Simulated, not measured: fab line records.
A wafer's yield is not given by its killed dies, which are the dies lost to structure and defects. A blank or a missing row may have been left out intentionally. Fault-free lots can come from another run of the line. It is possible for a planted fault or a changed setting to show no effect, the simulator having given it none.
Chamber matching    flow nandHarc    3 sister chambers for NHARC_P_BONDPAD_DEP_00 on pecvd-01
The step deposits SiCN, target thk 250 nm. 6 wafers are shown with their chamber, then 7 later ones without.

## WAFERS WITH THEIR CHAMBER
wafer   chamber  heaterPowerW (W)  chamberPressureTorr (Torr)
L085.3  1        501               3.014
L089.4  2        577               3.004
L088.5  2        534               2.995
L088.6  0        550               2.997
L090.1  1        546               3.000
L090.2  0        457               2.991

## WAFERS WITHOUT THEIR CHAMBER
wafer   heaterPowerW (W)  chamberPressureTorr (Torr)
L090.3  546               3.000
L091.2  540               2.993
L091.3  506               2.989
L091.6  564               3.016
L094.1  521               2.998
L094.4  575               3.011
L094.5  533               2.998

## EACH ONE'S CHAMBER
wafer   from the rows above           in truth
L090.3  can't be placed: 2 or 1 or 0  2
L091.2  can't be placed: 0 or 2 or 1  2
L091.3  can't be placed: 0 or 2 or 1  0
L091.6  can't be placed: 1 or 2 or 0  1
L094.1  can't be placed: 0 or 2 or 1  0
L094.4  can't be placed: 1 or 2 or 0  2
L094.5  can't be placed: 2 or 0 or 1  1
Correct placement for 0 of the 7. These rows do not allow placing 7 (true chamber among the candidates in 7). Wrongly placed: 0.
How it was worked out, from the rows above alone: a wafer's distance from a chamber is the root of the sum, over the readings, of the square of ((its reading less the chamber's mean) divided by the reading's scatter). The wafer belongs to the nearest chamber; if the next one is less than 2 further off, it can't be placed. Each chamber's mean is taken over the wafers shown for it. The scatter: take each reading less its chamber's mean, square it, sum over the shown wafers, divide by the number of wafers less the number of chambers, and take the root.
